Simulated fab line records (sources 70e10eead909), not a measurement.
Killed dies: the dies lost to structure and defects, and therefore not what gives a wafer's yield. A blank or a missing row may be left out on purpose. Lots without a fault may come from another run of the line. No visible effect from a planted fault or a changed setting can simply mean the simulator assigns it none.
What tool caused it?	flow nand harc	18 wafers from 6 lots sampled at 2 of the route's 1159 steps

== WHAT THE GAUGES SHOWED, per wafer ==
NHARC_A_SGD_CUT_CD_MEAS_09 targets a cd of 100 nm.
lot	measured	on	cd nm (nm)
L840	day 14 09:56	cd sem-01	100.3 100.3 99.7
L848	day 17 20:56	cd sem-01	100.8 100.6 101.2
L853	day 18 17:32	cd sem-01	100.0 100.6 99.8
L856	day 19 03:53	cd sem-01	100.2 99.9 100.0
L858	day 19 15:53	cd sem-03	99.9 99.8 99.9
L861	day 20 03:29	cd sem-03	99.2 100.3 98.5

== TOOL THAT RAN EACH LOT (tool first, then ch and the chambers of the sampled wafers, then the start) ==
lot	NHARC_A_STAIRCASE_STRIP_446
L840	plasma asher-02 ch 0,1, day 14 06:38
L848	plasma asher-02 ch 0,1, day 17 17:29
L853	plasma asher-01 ch 0,1, day 18 13:56
L856	plasma asher-01 ch 0,1, day 19 00:10
L858	plasma asher-01 ch 0,1, day 19 12:15
L861	plasma asher-02 ch 0,1, day 20 00:05
- NHARC_A_STAIRCASE_STRIP_446: strips in O2.

== THE ANSWER, worked out from the rows above alone ==
Rule: the lots themselves supply what counts as usual. Put in order of their means at a reading, lots are off if they are a third of the lots or fewer, leave a main group of 4 or more, and stand apart from it by a gap of 3 or more times the standard deviation of the main group's means; of several such gaps the widest counts. A main group is skipped when, at the precision printed for the reading in the tables above, its means are all equal. Also off: a lot with no number at a reading for which 4 or more lots have one. Any other lot the step has rows for is counted as sound.
Across all readings shown, no lot is off: no conclusion can be drawn from this.

== WHAT WAS PUT IN BY THE SIMULATOR ==
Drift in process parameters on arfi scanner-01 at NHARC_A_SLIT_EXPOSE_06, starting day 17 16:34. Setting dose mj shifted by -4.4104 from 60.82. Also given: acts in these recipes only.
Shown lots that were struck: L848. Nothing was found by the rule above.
